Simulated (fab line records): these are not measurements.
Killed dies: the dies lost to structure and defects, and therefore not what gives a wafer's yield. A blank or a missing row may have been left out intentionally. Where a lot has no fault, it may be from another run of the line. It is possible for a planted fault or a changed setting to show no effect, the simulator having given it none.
Which tool was responsible? | flow n5 finfet | 24 lots, 72 wafers sampled, at 3 steps of a route of 1938

WHAT THE GAUGES READ, wafer by wafer
N5_BEOL_M13_CD_MEAS_10 targets a cd of 190 nm. Usual: cd nm 190.7 nm, standard deviation 1.8.
lot  | measured     | on        | cd nm (nm)        | flag
L074 | day 11 02:46 | cd sem-01 | 192.4 192.7 191.2 |
L075 | day 11 06:12 | cd sem-03 | 192.6 191.9 193.0 |
L076 | day 11 22:50 | cd sem-02 | 194.0 191.1 192.4 |
L080 | day 12 03:39 | cd sem-01 | 190.3 190.4 190.4 |
L079 | day 12 05:29 | cd sem-01 | 191.9 192.6 192.2 |
L077 | day 12 14:17 | cd sem-03 | 191.2 192.9 192.4 |
L081 | day 12 16:25 | cd sem-01 | 193.0 194.8 191.8 |
L078 | day 12 16:47 | cd sem-01 | 193.1 191.6 192.9 |
L082 | day 12 18:06 | cd sem-03 | 192.8 192.3 191.5 |
L083 | day 13 05:42 | cd sem-01 | 192.9 191.2 190.5 |
L084 | day 13 14:14 | cd sem-02 | 191.1 191.3 190.9 |
L085 | day 14 02:43 | cd sem-01 | 187.9 188.1 187.5 |
L087 | day 14 05:51 | cd sem-02 | 191.1 190.5 190.5 |
L089 | day 14 14:37 | cd sem-02 | 189.7 189.6 187.2 |
L086 | day 14 14:55 | cd sem-01 | 191.1 191.1 194.2 |
L091 | day 14 17:37 | cd sem-01 | 189.3 191.1 190.9 |
L090 | day 14 18:41 | cd sem-02 | 189.5 190.4 191.5 |
L088 | day 14 22:03 | cd sem-03 | 189.2 190.0 189.3 |
L093 | day 15 04:16 | cd sem-01 | 189.6 187.9 189.4 |
L094 | day 16 00:00 | cd sem-01 | 190.6 189.5 191.1 |
L092 | day 16 01:32 | cd sem-01 | 188.4 191.1 190.8 |
L096 | day 16 20:37 | cd sem-02 | 184.7 187.2 186.1 |
L097 | day 17 01:45 | cd sem-02 | 190.3 187.6 188.7 |
L095 | day 17 02:11 | cd sem-03 | 190.5 188.9 188.6 |

N5_BEOL_M13_CD_MEAS_28 targets a cd of 209.5 nm. Usual: cd nm 209.7 nm, standard deviation 1.4.
lot  | measured     | on        | cd nm (nm)        | flag
L074 | day 11 03:51 | cd sem-01 | 208.9 208.7 209.7 |
L075 | day 11 07:43 | cd sem-02 | 210.1 208.3 209.9 |
L076 | day 11 23:47 | cd sem-03 | 209.1 210.0 209.4 |
L080 | day 12 04:36 | cd sem-02 | 205.9 208.0 208.1 |
L079 | day 12 06:33 | cd sem-02 | 208.5 208.8 208.9 |
L077 | day 12 15:21 | cd sem-02 | 209.7 208.2 208.4 |
L081 | day 12 17:29 | cd sem-01 | 209.4 210.7 211.5 |
L078 | day 12 17:44 | cd sem-01 | 211.2 211.0 210.3 |
L082 | day 12 19:14 | cd sem-03 | 208.6 210.1 209.8 |
L083 | day 13 07:00 | cd sem-02 | 209.6 208.7 209.1 |
L084 | day 13 15:23 | cd sem-01 | 208.3 209.2 208.5 |
L085 | day 14 03:47 | cd sem-02 | 209.9 211.3 209.3 |
L087 | day 14 06:48 | cd sem-02 | 212.1 211.7 212.4 |
L089 | day 14 16:07 | cd sem-01 | 209.7 209.1 207.2 |
L086 | day 14 16:16 | cd sem-01 | 211.2 209.8 210.9 |
L091 | day 14 18:42 | cd sem-01 | 210.8 212.2 211.8 |
L090 | day 14 19:38 | cd sem-03 | 210.5 209.9 212.1 |
L088 | day 14 23:08 | cd sem-02 | 209.4 210.4 209.2 |
L093 | day 15 05:13 | cd sem-01 | 211.2 209.6 212.1 |
L094 | day 16 01:05 | cd sem-03 | 208.7 208.6 208.1 |
L092 | day 16 02:35 | cd sem-02 | 209.2 208.7 210.5 |
L096 | day 16 21:34 | cd sem-02 | 211.1 211.0 211.9 |
L097 | day 17 02:42 | cd sem-01 | 211.0 208.5 210.3 |
L095 | day 17 03:20 | cd sem-02 | 208.9 208.8 207.9 |

EACH LOT AND THE TOOL THAT RAN IT (in order: tool; ch and the chambers of the sampled wafers; start)
lot  | N5_BEOL_M12_SPUTTER_43
L074 | pvd sputter-01, day 11 01:07
L075 | pvd sputter-02, day 11 04:30
L076 | pvd sputter-01, day 11 21:07
L080 | pvd sputter-01, day 12 01:52
L079 | pvd sputter-01, day 12 03:41
L077 | pvd sputter-03, day 12 12:32
L081 | pvd sputter-02, day 12 14:20
L078 | pvd sputter-02, day 12 14:41
L082 | pvd sputter-01, day 12 16:26
L083 | pvd sputter-01, day 13 03:52
L084 | pvd sputter-01, day 13 12:35
L085 | pvd sputter-01, day 14 00:49
L087 | pvd sputter-01, day 14 03:50
L089 | pvd sputter-03, day 14 12:45
L086 | pvd sputter-03, day 14 13:04
L091 | pvd sputter-02, day 14 15:58
L090 | pvd sputter-02, day 14 16:41
L088 | pvd sputter-03, day 14 20:23
L093 | pvd sputter-02, day 15 02:28
L094 | pvd sputter-03, day 15 22:14
L092 | pvd sputter-02, day 15 23:31
L096 | pvd sputter-02, day 16 18:47
L097 | pvd sputter-02, day 16 23:56
L095 | pvd sputter-03, day 17 00:22
- N5_BEOL_M12_SPUTTER_43: material TaN, target thk 15 nm, time 24.19 s.

WHAT THE TOOLS THEMSELVES READ (means of the sampled wafers that have a number; where no wafer has one, the mark that the record gives instead)
N5_BEOL_M12_SPUTTER_43. Usual: throttle valve pct 30.6 %, standard deviation 1.1.
lot  | tool           | throttle valve pct (%) | flag
L074 | pvd sputter-01 | 31.1                   |
L075 | pvd sputter-02 | 30.3                   |
L076 | pvd sputter-01 | 31.4                   |
L080 | pvd sputter-01 | 31.5                   |
L079 | pvd sputter-01 | 31.0                   |
L077 | pvd sputter-03 | 30.4                   |
L081 | pvd sputter-02 | 30.5                   |
L078 | pvd sputter-02 | 30.5                   |
L082 | pvd sputter-01 | 31.5                   |
L083 | pvd sputter-01 | 31.6                   |
L084 | pvd sputter-01 | 31.9                   |
L085 | pvd sputter-01 | 31.6                   |
L087 | pvd sputter-01 | 30.7                   |
L089 | pvd sputter-03 | 29.1                   |
L086 | pvd sputter-03 | 29.4                   |
L091 | pvd sputter-02 | 30.5                   |
L090 | pvd sputter-02 | 30.3                   |
L088 | pvd sputter-03 | 30.1                   |
L093 | pvd sputter-02 | 30.5                   |
L094 | pvd sputter-03 | 30.8                   |
L092 | pvd sputter-02 | 30.5                   |
L096 | pvd sputter-02 | 30.6                   |
L097 | pvd sputter-02 | 30.4                   |
L095 | pvd sputter-03 | 29.6                   |

THE ANSWER, worked out from the rows above alone
Rule: a lot is off if the mean of its wafers that have a number lies more than 3 standard deviations from the usual mean. A lot without any number at a reading at which 4 lots or more have one is off too. Any other lot the step has rows for is counted as sound. First the gauges in route order, then the tools' own readings, where a lot's mean is used as printed above. At the first step where some lot is off, the reading lying furthest off is the one used; lots without a number count as furthest.
None of the lots is off at any reading shown; this tells nothing.

WHAT THE SIMULATOR HAD PUT IN
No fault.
